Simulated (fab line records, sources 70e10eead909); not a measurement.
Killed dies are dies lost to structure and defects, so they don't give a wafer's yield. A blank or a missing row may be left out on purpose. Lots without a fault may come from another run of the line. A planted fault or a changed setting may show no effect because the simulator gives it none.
Chamber matching | flow nand_harc | NHARC_A_STAIRCASE_CMP_450 on cmp-02: 4 sister chambers
The step polishes SiO2, target thk 200 nm. 4 wafers are shown with their chamber, then 10 later ones without.

WAFERS WITH THEIR CHAMBER
wafer  | chamber | motor_current_A (A)
L085.5 | 2       | 13.8
L086.1 | 1       | 12.6
L090.1 | 0       | 12.7
L090.2 | 3       | 9.1

WAFERS WITHOUT THEIR CHAMBER
wafer  | motor_current_A (A)
L090.4 | 12.8
L093.1 | 12.3
L093.2 | 12.9
L093.3 | 9.6
L095.1 | 12.6
L095.2 | 12.4
L095.6 | 12.1
L097.1 | 9.1
L097.3 | 12.5
L097.6 | 13.4

WHICH CHAMBER EACH WENT THROUGH
wafer  | from the rows above          | in truth
L090.4 | can't be placed: 0 or 1      | 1
L093.1 | can't be placed: 1 or 0      | 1
L093.2 | can't be placed: 0 or 1      | 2
L093.3 | 3                            | 3
L095.1 | can't be placed: 1 or 0      | 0
L095.2 | can't be placed: 1 or 0      | 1
L095.6 | can't be placed: 1 or 0      | 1
L097.1 | 3                            | 3
L097.3 | can't be placed: 1 or 0      | 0
L097.6 | can't be placed: 2 or 0 or 1 | 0
Placed correctly: 2 of 10. Can't be placed from these rows: 8 (the true chamber is among the candidates in 7). Placed wrongly: 0.
How it was worked out, from the rows above alone: a wafer's distance from a chamber is the root of the sum, over the readings, of the square of ((its reading less the chamber's mean) divided by the reading's scatter). The wafer belongs to the nearest chamber; if the next one is less than 2 further off, it can't be placed. A chamber's mean is the mean of its shown wafers. The scatter: with one shown wafer a chamber, the root of the mean of the squares of how far each hidden wafer lies from its nearest shown one.
